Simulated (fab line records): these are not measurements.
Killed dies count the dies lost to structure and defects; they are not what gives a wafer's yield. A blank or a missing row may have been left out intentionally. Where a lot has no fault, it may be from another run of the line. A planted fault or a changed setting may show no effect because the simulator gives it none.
Comparing a struck lot with a sound one | flow n5Finfet | 40 out of 1938 route steps
Sound: these wafers, L899.2, L899.3, L899.5. Struck: wafer L903.2 (L903.4, L903.5, from the same lot, were not struck and are left out); the cause is given at the end.
For every step that has rows: the tool of each side, followed by ch and its chambers, followed by its first start. Under that, the readings that differ: sound wafers | struck wafers | difference of the means | sigmas: that difference in standard deviations of wafers without a fault.
alike: a reading whose means differ by less than 2 such deviations, as well as words and numbers matching on both sides. not compared: withheld readings; readings where some wafer has no value; bounds like >300 that might hide an equal value; numbers whose values overlap and for which the record gives no deviation.
The two part at a step that has a row with sigmas, a row that says differs or no value, or rows on one side only. Non-overlapping numbers with no deviation appear without sigmas and do not part them. A reading missing from all wafers of one side parts the sides only when that side holds two or more wafers.

first, 9 steps without rows for these wafers: N5_BEOL_M5_DESCUM_33 (chemistry O2, time 7 s); N5_BEOL_M5_ETCH_75 (etches underlayer in N2/H2, target depth 6.5 nm, time 5.2 s); N5_BEOL_M5_ETCH_67 (etches SiARC in CF4, target depth 15.6 nm, time 26 s); N5_BEOL_M5_ETCH_68 (etches SOC in N2/H2, target depth 80 nm, overetch 16 nm, time 120 s); N5_BEOL_M5_STRIP_69 (strips in N2/H2); N5_BEOL_M5_STRIP_76 (strips in N2/H2); N5_BEOL_M5_VIA_ETCH_34 (etches SiCOH lowk in C4F6/O2, target depth 88.3 nm, time 39.2 s); N5_BEOL_M5_STRIP_85 (strips in C4F6/O2); N5_BEOL_M5_STRIP_36 (strips in N2/H2).
N5_BEOL_M5_TRENCH_ETCH_37: etches SiCOH lowk in C4F6/O2, target depth 71.652 nm, time 24.7 s.
  sound on rieDiel-06 ch 2,3, day 11 22:07; struck on rieDiel-06 ch 3, day 12 14:47
reading                                   | sound             | struck | difference | sigmas
oesProductAu (a.u.)                       | 0.73 0.90 0.90    | 1.06   | +0.22      | +3
model.etch.depthNm (nm)                   | 71.03 72.56 72.87 | 94.59  | +22.44     | 
model.BEOL_M5.featureDepthNm (nm)         | 71 72.6 72.8      | 94.6   | +22.5      | 
model.TiN_of_BEOL_M5_HM_DEP_02.thkNm (nm) | 17.8 17.8 17.6    | 17.2   | -0.5       | 
  alike: O2_flow_sccm, drypumpMotorCurrentA, rfVppV, showerheadPlenumPTorr, throttleValvePct
  not compared: rfHoursCounterH
then, 2 steps without rows for these wafers: N5_BEOL_M5_ETCH_41 (etches SiCN in CH3F/O2, target depth 31.5 nm, time 56.7 s); N5_BEOL_M5_STRIP_91 (strips in N2/H2, time 10 s).
N5_BEOL_M5_OCD_MEAS_38:
  sound on ocd-02 at day 11 22:16; struck on ocd-02 at day 12 14:56
reading            | sound          | struck | difference | sigmas
trenchDepthNm (nm) | 71.3 72.5 72.7 | 94.3   | +22.1      | +11
then, 21 steps without rows for these wafers: N5_BEOL_M5_HM_STRIP_39 (strips TiN in peroxide tin strip, target depth 25 nm, time 158 s); N5_BEOL_M5_SRD_40 (time 30 s); N5_BEOL_M5_PRECLEAN_42 (cleans in residue remover, time 60 s); N5_BEOL_M5_SRD_43 (time 30 s); N5_BEOL_M5_CURE_80 (cures SiCOH lowk, time 120 s); N5_BEOL_M5_DEGAS_44 (time 60 s); N5_BEOL_M5_PRE_CLEAN_45 (time 30 s); N5_BEOL_M5_ALD_86 (deposits TaN, pulse time 2 s, purge time 3 s, co reactant purge time 2 s); N5_BEOL_M5_SURFACE_TREAT_87; N5_BEOL_M5_CVD_47 (deposits Co from CCTBA/H2, target thk 3 nm, time 216 s); N5_BEOL_M5_SPUTTER_48 (material Cu, target thk 15 nm, time 27.62 s); N5_BEOL_M5_ANNEAL_49 (time 1800 s); N5_BEOL_M5_SPUTTER_81 (material Cu, target thk 15 nm, time 27.62 s); N5_BEOL_M5_ANNEAL_82 (time 1800 s); N5_BEOL_M5_SPUTTER_83 (material Cu, target thk 15 nm, time 27.62 s); N5_BEOL_M5_ANNEAL_84 (time 1800 s); N5_BEOL_M5_SPUTTER_88 (material Cu, target thk 15 nm, time 27.62 s); N5_BEOL_M5_ANNEAL_89 (time 1800 s); N5_BEOL_M5_SPUTTER_90 (material Cu, target thk 4.5 nm, time 8.29 s); N5_BEOL_M5_ECD_50 (material Cu, target thk 300 nm); N5_BEOL_M5_ANNEAL_51 (time 90 s).
N5_BEOL_M5_CMP_52: polishes, stops on SiCOH lowk, t overpolish 6.9 s, target thk 62 nm.
  sound on cmp-01 ch 0,1,3, day 12 04:52; struck on cmp-01 ch 3, day 12 21:56
reading                               | sound             | struck | difference | sigmas
slurryFilterDpKPa (kPa)               | 13.79 13.79 13.39 | 13.23  | -0.43      | -3
timeToEndpointS (s)                   | 54 65 54          | 67     | +9         | +2
model.Cu_of_BEOL_M5_ECD_50.thkNm (nm) | 59 63.4 62.2      | 87     | +25        | 
  alike: barrierFieldEndpointS, motorCurrentA, overpolishRunS, platenRpm
N5_BEOL_M5_THK_MEAS_53: measures by xrf.
  sound on filmMetro-01 at day 12 05:05; struck on filmMetro-01 at day 12 22:14
reading     | sound          | struck | difference | sigmas
M5_THK (nm) | 60.4 64.7 63.4 | 88.9   | +26.1      | +10
then, 2 steps without rows for these wafers: N5_BEOL_M5_PRE_CLEAN_77 (time 15 s); N5_BEOL_M5_CO_CAP_78 (material Co, precursor CCTBA/H2, target thk 2 nm, time 102.1 s).
N5_BEOL_M5_RS_MEAS_57: measures by four-point-probe.
  sound on filmMetro-01 at day 12 05:30; struck on filmMetro-02 at day 12 22:30
reading        | sound             | struck | difference | sigmas
M5_RS (ohm/sq) | 0.410 0.375 0.384 | 0.258  | -0.132     | -7
-- the record jumps here: 3 days lie between the struck wafers' starts before and after (it left off in module BEOL_M5 and takes up again in module BEOL_M15, whose first step shown is number 1830 of the route) --
N5_BEOL_M15_RC_MEAS_101:
  sound on prober-02 ch 0, day 15 02:57; struck on prober-01 ch 0, day 16 08:04
reading                   | sound          | struck | difference | sigmas
SERP_M5 (ohm/um)          | 39.5 39.0 38.5 | 27.3   | -11.7      | -5
SERP_M5_max_site (ohm/um) | 41.9 40.5 41.5 | 28.6   | -12.7      | -5
  alike: COMB_M10, COMB_M11, COMB_M12, COMB_M12_max_site, COMB_M13, COMB_M14, COMB_M15, COMB_M6, COMB_M6_max_site, COMB_M7, COMB_M8, COMB_M8_max_site, COMB_M9, SERP_M10, SERP_M10_max_site, SERP_M11, SERP_M11_max_site, SERP_M12, SERP_M13, SERP_M14, SERP_M6, SERP_M7, SERP_M8, SERP_M9, SERP_M9_max_site

## WHERE THEY PART
At N5_BEOL_M5_TRENCH_ETCH_37 first; at N5_BEOL_M15_RC_MEAS_101 last (within this record only).

WHY: the cause the simulator had injected
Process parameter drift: rieDiel-06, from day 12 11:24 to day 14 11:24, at N5_BEOL_M5_TRENCH_ETCH_37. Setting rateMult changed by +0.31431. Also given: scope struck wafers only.
